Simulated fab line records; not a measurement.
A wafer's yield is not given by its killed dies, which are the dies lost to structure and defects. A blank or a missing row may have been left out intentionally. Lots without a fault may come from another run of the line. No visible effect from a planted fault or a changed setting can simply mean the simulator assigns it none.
Matching of chambers    flow n5_finfet    N5_GATE_CUT_CMP_23 on cmp-01: 4 sister chambers
The step polishes, stops on SiO2, t overpolish 23.4 s, target thk 16 nm. 4 wafers are shown with their chamber, then 7 later ones without.

WAFERS, EACH WITH ITS CHAMBER
wafer   chamber  motor_current_A (A)
L084.3  2        9.5
L088.3  0        9.4
L091.3  3        8.8
L091.4  1        8.7

WAFERS WITH NO CHAMBER GIVEN
wafer   motor_current_A (A)
L092.2  9.9
L092.3  8.6
L092.4  9.2
L093.1  9.2
L093.3  9.4
L093.4  8.2
L095.2  9.4

EACH ONE'S CHAMBER
wafer   from the rows above                in truth
L092.2  can't be placed: 2 or 0            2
L092.3  can't be placed: 1 or 3            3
L092.4  can't be placed: 0 or 2 or 3 or 1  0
L093.1  can't be placed: 0 or 2 or 3 or 1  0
L093.3  can't be placed: 0 or 2            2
L093.4  can't be placed: 1 or 3            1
L095.2  can't be placed: 0 or 2            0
Correct placement for 0 of the 7. Not placeable from these rows: 7 (in 7, the candidates include the true chamber). 0 placed wrongly.
How it was worked out, from the rows above alone: a wafer's distance from a chamber is the root of the sum, over the readings, of the square of ((its reading less the chamber's mean) divided by the reading's scatter). The wafer belongs to the nearest chamber; if the next one is less than 2 further off, it can't be placed. For every chamber, the mean is computed from those of its wafers that are shown. The scatter: root of mean squared gap, hidden wafer to nearest shown wafer, with one shown wafer a chamber.
